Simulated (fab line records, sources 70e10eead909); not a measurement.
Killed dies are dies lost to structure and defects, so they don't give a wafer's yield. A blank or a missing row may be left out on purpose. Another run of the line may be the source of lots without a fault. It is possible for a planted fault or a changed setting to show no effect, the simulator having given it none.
fab line records / flow nand-harc / part 2 of 2: steps 25 to 25 of 25
record: lots: 7 wafers: 21 last-day: 32
route steps=1302 shown A_M0@1164 A_M1@1169 END@1302
lots that met no fault: taken from a fault-free run of the same line
start-h: hours from the record's opening day to when the first of the lot's shown wafers began / wait-h: hours elapsed since this lot's preceding step / " same as the row above / L1.1+2: a row that stands for several wafers / - no value present, or no start provided / * or withheld: withheld / < > ~ a bound
route shown NAME@n: names a module that has steps shown in the file, with the first one's number in the route / usual: mean/standard deviation taken from wafers without a fault / same: alike in all rows / chamber/n: place in a boat / sites: per-site readings / _std_site: standard deviation of those values / _edge_site: the outer-site mean with the inner-site mean subtracted / radius-mm: for every site, how far away it sits from the centre of the wafer / mask NAME#n: copy n / behind: the tool/chamber that last shaped the wafer / hold: cause of the lot's hold/its duration in hours/its outcome / device: transistor that didn't switch, given as n, p or np / end of line: tests run on the same wafers once the route is complete / a step with no rows: only its recipe / killed: dies that structure and defects cost at the first sort, which is not the same as the wafer's yield / map: a wafer's dies, x killed, . not, _ none there
set.NAME: the setting the step ran with; set.NAME@STEP: the setting that earlier step ran with / model.NAME: the simulator's own value behind a step, which no gauge read
lots seen at some steps along the route; tables by step, rows by wafer
services: a tool's chamber out of use, with start hour (start-h, from the record's first day; less than 0 if before it), hours out, and reason
== steps ==
step: NHARC_END_SORT_01
recipe: temp-c: 25
usual: defect-limited-yield: 91/3.4 killed-at-array: 57/24 killed-at-other: 0.7/0.94 killed-at-periphery: 3.8/2.5 killed-dies: 62/23 killed-open: 3.1/1.8 killed-short: 2.5/1.6
same: gross-dies: 677
lot.wafer=L393.1 tool=prober-01 chamber=0 start-h=587.93 wait-h=2.5 defect-limited-yield[%]=84 killed-at-array=95 killed-at-other=1 killed-at-periphery=9 killed-dies=105 killed-open=1 killed-short=2
lot.wafer=L393.3 tool=prober-01 chamber=0 start-h=589.54 wait-h=3.1 defect-limited-yield[%]=82 killed-at-array=114 killed-at-other=2 killed-at-periphery=4 killed-dies=120 killed-open=3 killed-short=1
lot.wafer=L393.6 tool=prober-01 chamber=0 start-h=591.95 wait-h=4.0 defect-limited-yield[%]=84 killed-at-array=106 killed-at-other=0 killed-at-periphery=4 killed-dies=110 killed-open=1 killed-short=1
lot.wafer=L392.1 tool=prober-01 chamber=0 start-h=595.73 wait-h=2.5 defect-limited-yield[%]=96 killed-at-array=20 killed-at-other=0 killed-at-periphery=5 killed-dies=25 killed-open=3 killed-short=3
lot.wafer=L392.4 tool=prober-01 chamber=0 start-h=598.14 wait-h=3.4 defect-limited-yield[%]=96 killed-at-array=24 killed-at-other=0 killed-at-periphery=5 killed-dies=29 killed-open=4 killed-short=1
lot.wafer=L392.5 tool=prober-01 chamber=0 start-h=598.94 wait-h=3.7 defect-limited-yield[%]=95 killed-at-array=23 killed-at-other=1 killed-at-periphery=8 killed-dies=32 killed-open=3 killed-short=5
lot.wafer=L398.2 tool=prober-02 chamber=0 start-h=658.41 wait-h=2.8 defect-limited-yield[%]=96 killed-at-array=21 killed-at-other=1 killed-at-periphery=6 killed-dies=28 killed-open=2 killed-short=1
lot.wafer=L398.3 tool=prober-02 chamber=0 start-h=659.21 wait-h=3.1 defect-limited-yield[%]=95 killed-at-array=27 killed-at-other=0 killed-at-periphery=9 killed-dies=36 killed-open=5 killed-short=3
lot.wafer=L398.6 tool=prober-02 chamber=0 start-h=661.58 wait-h=4.0 defect-limited-yield[%]=94 killed-at-array=40 killed-at-other=2 killed-at-periphery=2 killed-dies=44 killed-open=3 killed-short=2
lot.wafer=L395.3 tool=prober-01 chamber=0 start-h=666.95 wait-h=3.1 defect-limited-yield[%]=92 killed-at-array=46 killed-at-other=1 killed-at-periphery=5 killed-dies=52 killed-open=7 killed-short=2
lot.wafer=L395.5 tool=prober-01 chamber=0 start-h=668.53 wait-h=3.7 defect-limited-yield[%]=94 killed-at-array=36 killed-at-other=0 killed-at-periphery=3 killed-dies=39 killed-open=3 killed-short=1
lot.wafer=L395.6 tool=prober-01 chamber=0 start-h=669.32 wait-h=3.9 defect-limited-yield[%]=90 killed-at-array=58 killed-at-other=0 killed-at-periphery=8 killed-dies=66 killed-open=4 killed-short=4
lot.wafer=L407.2 tool=prober-02 chamber=0 start-h=734.05 wait-h=2.8 defect-limited-yield[%]=93 killed-at-array=44 killed-at-other=0 killed-at-periphery=6 killed-dies=50 killed-open=2 killed-short=3
lot.wafer=L407.5 tool=prober-02 chamber=0 start-h=736.43 wait-h=3.7 defect-limited-yield[%]=92 killed-at-array=54 killed-at-other=0 killed-at-periphery=2 killed-dies=56 killed-open=5 killed-short=2
lot.wafer=L407.6 tool=prober-02 chamber=0 start-h=737.23 wait-h=4.0 defect-limited-yield[%]=94 killed-at-array=38 killed-at-other=0 killed-at-periphery=4 killed-dies=42 killed-open=4 killed-short=2
lot.wafer=L410.1 tool=prober-01 chamber=0 start-h=765.22 wait-h=2.5 defect-limited-yield[%]=91 killed-at-array=57 killed-at-other=2 killed-at-periphery=0 killed-dies=59 killed-open=2 killed-short=2
lot.wafer=L410.2 tool=prober-01 chamber=0 start-h=766.01 wait-h=2.8 defect-limited-yield[%]=91 killed-at-array=60 killed-at-other=0 killed-at-periphery=4 killed-dies=64 killed-open=3 killed-short=2
lot.wafer=L410.5 tool=prober-01 chamber=0 start-h=768.40 wait-h=3.7 defect-limited-yield[%]=88 killed-at-array=79 killed-at-other=1 killed-at-periphery=1 killed-dies=81 killed-open=1 killed-short=1
lot.wafer=L411.1 tool=prober-02 chamber=0 start-h=775.86 wait-h=2.5 defect-limited-yield[%]=94 killed-at-array=35 killed-at-other=0 killed-at-periphery=5 killed-dies=40 killed-open=3 killed-short=4
lot.wafer=L411.3 tool=prober-02 chamber=0 start-h=777.46 wait-h=3.1 defect-limited-yield[%]=92 killed-at-array=47 killed-at-other=0 killed-at-periphery=6 killed-dies=53 killed-open=3 killed-short=4
lot.wafer=L411.5 tool=prober-02 chamber=0 start-h=779.06 wait-h=3.7 defect-limited-yield[%]=93 killed-at-array=41 killed-at-other=0 killed-at-periphery=9 killed-dies=50 killed-open=3 killed-short=3
killed by level:class
L393.1 A_CHANNEL_HOLE_D2:chamber-film-flake=28 A_SLIT:chamber-film-flake=24 A_CHANNEL_HOLE_D1:chamber-film-flake=19 A_STAIRCASE:chamber-film-flake=10 P_GATE:chamber-film-flake=6 A_CONTACT:unspecified=4 A_CONTACT:chamber-film-flake=4 A_CHANNEL_FILL_D2:chamber-film-flake=3
L393.3 A_CHANNEL_HOLE_D1:chamber-film-flake=32 A_CHANNEL_HOLE_D2:chamber-film-flake=32 A_SLIT:chamber-film-flake=29 A_STAIRCASE:chamber-film-flake=7 P_GATE:chamber-film-flake=4 A_CONTACT:chamber-film-flake=4 A_CHANNEL_FILL_D2:chamber-film-flake=3 A_DECK1_JOINT:chamber-film-flake=2
L393.6 A_CHANNEL_HOLE_D2:chamber-film-flake=37 A_CHANNEL_HOLE_D1:chamber-film-flake=27 A_SLIT:chamber-film-flake=22 A_CHANNEL_FILL_D2:chamber-film-flake=5 A_STAIRCASE:chamber-film-flake=5 A_CONTACT:unspecified=5 P_STI:chamber-film-flake=2 A_DECK1_JOINT:chamber-film-flake=2
L392.1 A_CHANNEL_HOLE_D2:chamber-film-flake=7 A_CHANNEL_FILL_D2:chamber-film-flake=3 P_GATE:chamber-film-flake=2 P_M1:chamber-film-flake=2 A_CHANNEL_HOLE_D1:chamber-film-flake=2 A_CONTACT:chamber-film-flake=2 A_ONON_D1:geometric-particle:short=1 A_ONON_D2:geometric-particle:short=1
L392.4 A_CHANNEL_HOLE_D2:chamber-film-flake=10 A_CONTACT:chamber-film-flake=5 P_M1:chamber-film-flake=3 A_CHANNEL_FILL_D2:chamber-film-flake=2 P_GATE:chamber-film-flake=1 A_CHANNEL_FILL_D1:geometric-particle:open=1 A_DECK1_JOINT:geometric-particle:short=1 A_ONON_D2:geometric-particle:open=1
L392.5 A_CHANNEL_HOLE_D2:chamber-film-flake=12 P_M1:chamber-film-flake=4 A_CHANNEL_HOLE_D1:chamber-film-flake=2 P_CONTACT:geometric-particle:open=1 P_CONTACT:geometric-particle:short=1 A_CHANNEL_FILL_D1:geometric-particle:short=1 A_ONON_D2:geometric-particle:open=1 A_WL_FILL:geometric-particle:short=1
L398.2 A_CHANNEL_HOLE_D2:chamber-film-flake=10 A_CONTACT:chamber-film-flake=6 P_ZERO_WELL:chamber-film-flake=2 A_STAIRCASE:chamber-film-flake=2 P_GATE:geometric-particle:short=1 A_ONON_D1:geometric-particle:open=1 A_CHANNEL_FILL_D2:geometric-particle:open=1 P_STI:chamber-film-flake=1
L398.3 A_CHANNEL_HOLE_D2:chamber-film-flake=13 P_BONDPAD:chamber-film-flake=4 A_CHANNEL_HOLE_D1:chamber-film-flake=3 P_ZERO_WELL:chamber-film-flake=2 A_STAIRCASE:chamber-film-flake=2 A_CONTACT:chamber-film-flake=2 P_GATE:geometric-particle:open=1 P_CONTACT:geometric-particle:open=1
L398.6 A_CHANNEL_HOLE_D2:chamber-film-flake=13 A_CONTACT:chamber-film-flake=8 A_CHANNEL_HOLE_D1:chamber-film-flake=6 A_STAIRCASE:chamber-film-flake=5 THIN_TSV:chamber-film-flake=2 P_GATE:geometric-particle:short=1 A_ONON_D1:geometric-particle:open=1 A_ONON_D2:geometric-particle:open=1
L395.3 A_CHANNEL_HOLE_D2:chamber-film-flake=29 A_CHANNEL_FILL_D2:chamber-film-flake=5 A_CHANNEL_HOLE_D1:chamber-film-flake=3 P_GATE:geometric-particle:open=2 P_CONTACT:geometric-particle:open=1 A_ONON_D1:geometric-particle:open=1 A_CHANNEL_FILL_D1:geometric-particle:open=1 A_ONON_D2:geometric-particle:short=1
L395.5 A_CHANNEL_HOLE_D2:chamber-film-flake=24 A_CHANNEL_HOLE_D1:chamber-film-flake=3 A_CHANNEL_FILL_D1:chamber-film-flake=2 A_DECK1_JOINT:chamber-film-flake=2 P_M0:geometric-particle:open=1 P_M0:geometric-particle:short=1 A_CHANNEL_FILL_D2:chamber-film-flake=1 A_CHANNEL_HOLE_D2:geometric-particle:open=1
L395.6 A_CHANNEL_HOLE_D2:chamber-film-flake=31 A_CHANNEL_HOLE_D1:chamber-film-flake=5 P_STI:chamber-film-flake=4 A_CHANNEL_FILL_D2:chamber-film-flake=4 P_ZERO_WELL:chamber-film-flake=2 A_ZERO_WELL:chamber-film-flake=2 A_DECK1_JOINT:chamber-film-flake=2 A_WL_FILL:chamber-film-flake=2
L407.2 A_CHANNEL_HOLE_D2:chamber-film-flake=26 A_CHANNEL_HOLE_D1:chamber-film-flake=7 P_M2:chamber-film-flake=4 A_WL_FILL:geometric-particle:short=2 A_STAIRCASE:chamber-film-flake=2 A_SLIT:chamber-film-flake=2 P_CONTACT:geometric-particle:open=1 A_ONON_D1:geometric-particle:short=1
L407.5 A_CHANNEL_HOLE_D2:chamber-film-flake=25 A_CHANNEL_HOLE_D1:chamber-film-flake=13 A_SLIT:chamber-film-flake=4 A_CHANNEL_FILL_D1:chamber-film-flake=2 A_STAIRCASE:chamber-film-flake=2 P_GATE:geometric-particle:open=1 A_ONON_D1:geometric-particle:short=1 A_DECK1_JOINT:geometric-particle:open=1
L407.6 A_CHANNEL_HOLE_D2:chamber-film-flake=21 A_CHANNEL_HOLE_D1:chamber-film-flake=7 A_SLIT:chamber-film-flake=4 A_CHANNEL_FILL_D2:geometric-particle:open=2 A_BLC:geometric-particle:open=2 P_STI:geometric-particle:short=1 A_M1:geometric-particle:short=1 P_ZERO_WELL:chamber-film-flake=1
L410.1 A_SLIT:chamber-film-flake=23 A_CHANNEL_HOLE_D2:chamber-film-flake=18 A_CHANNEL_HOLE_D1:chamber-film-flake=9 A_CHANNEL_FILL_D2:chamber-film-flake=2 THIN_TSV:chamber-film-flake=2 A_ONON_D2:geometric-particle:short=1 A_ONON_D2:geometric-particle:open=1 A_CHANNEL_HOLE_D2:geometric-particle:short=1
L410.2 A_CHANNEL_HOLE_D2:chamber-film-flake=19 A_SLIT:chamber-film-flake=17 A_CHANNEL_HOLE_D1:chamber-film-flake=7 A_CHANNEL_FILL_D2:chamber-film-flake=4 A_CONTACT:chamber-film-flake=4 A_DECK1_JOINT:chamber-film-flake=3 P_ZERO_WELL:chamber-film-flake=2 A_WL_FILL:chamber-film-flake=2
L410.5 A_CHANNEL_HOLE_D2:chamber-film-flake=34 A_SLIT:chamber-film-flake=28 A_CHANNEL_HOLE_D1:chamber-film-flake=8 A_DECK1_JOINT:chamber-film-flake=2 A_CHANNEL_FILL_D2:chamber-film-flake=2 A_CHANNEL_FILL_D1:geometric-particle:open=1 A_WL_FILL:geometric-particle:short=1 P_GATE:chamber-film-flake=1
L411.1 A_CHANNEL_HOLE_D1:chamber-film-flake=12 A_CONTACT:chamber-film-flake=7 P_M1:chamber-film-flake=5 A_SLIT:chamber-film-flake=5 A_CHANNEL_FILL_D2:chamber-film-flake=3 A_ONON_D1:geometric-particle:short=2 A_DECK1_JOINT:geometric-particle:open=1 A_SGD_CUT:geometric-particle:short=1
L411.3 A_CHANNEL_HOLE_D1:chamber-film-flake=19 A_SLIT:chamber-film-flake=9 A_CONTACT:chamber-film-flake=5 P_M1:chamber-film-flake=4 A_CHANNEL_FILL_D2:chamber-film-flake=3 A_ONON_D2:geometric-particle:short=2 P_GATE:chamber-film-flake=2 A_ONON_D1:geometric-particle:short=1
L411.5 A_CHANNEL_HOLE_D1:chamber-film-flake=13 A_SLIT:chamber-film-flake=10 A_CONTACT:chamber-film-flake=8 P_M1:chamber-film-flake=5 P_GATE:chamber-film-flake=2 A_CHANNEL_FILL_D2:chamber-film-flake=2 A_STAIRCASE:chamber-film-flake=2 P_M0:geometric-particle:short=1
== services ==
tool=pecvd-02 chamber=2 start-h=523.95 hours=18.8 kind=repair
tool=arfi-scanner-02 chamber=- start-h=526.24 hours=0.2 kind=repair
tool=rie-diel-01 chamber=- start-h=557.95 hours=9.0 kind=pm
tool=rie-diel-10 chamber=0 start-h=573.52 hours=10.9 kind=repair
tool=pecvd-04 chamber=- start-h=578.11 hours=1.8 kind=repair
tool=rie-diel-01 chamber=0 start-h=580.30 hours=4.5 kind=repair
tool=rie-diel-12 chamber=0 start-h=585.52 hours=24.2 kind=repair
tool=pecvd-02 chamber=- start-h=589.44 hours=13.0 kind=pm
tool=rie-diel-01 chamber=2 start-h=591.73 hours=5.4 kind=repair
tool=rie-diel-10 chamber=- start-h=596.69 hours=9.0 kind=pm
tool=arfi-scanner-02 chamber=- start-h=598.76 hours=1.2 kind=repair
tool=arfi-scanner-01 chamber=- start-h=604.67 hours=4.0 kind=pm
tool=rie-diel-12 chamber=- start-h=622.40 hours=9.0 kind=pm
tool=rie-diel-10 chamber=3 start-h=641.99 hours=8.2 kind=repair
tool=rie-diel-10 chamber=0 start-h=642.09 hours=5.3 kind=repair
tool=arfi-scanner-02 chamber=- start-h=656.00 hours=4.0 kind=pm
tool=pecvd-01 chamber=- start-h=657.51 hours=0.2 kind=repair
tool=rie-diel-12 chamber=1 start-h=660.46 hours=12.9 kind=repair
tool=pecvd-01 chamber=- start-h=673.30 hours=13.0 kind=pm
tool=rie-diel-01 chamber=3 start-h=689.88 hours=10.9 kind=repair
tool=pecvd-01 chamber=- start-h=701.63 hours=0.7 kind=repair
tool=rie-diel-12 chamber=0 start-h=728.41 hours=5.8 kind=repair
tool=rie-diel-01 chamber=- start-h=734.95 hours=9.0 kind=pm
tool=rie-diel-12 chamber=3 start-h=737.89 hours=5.6 kind=repair
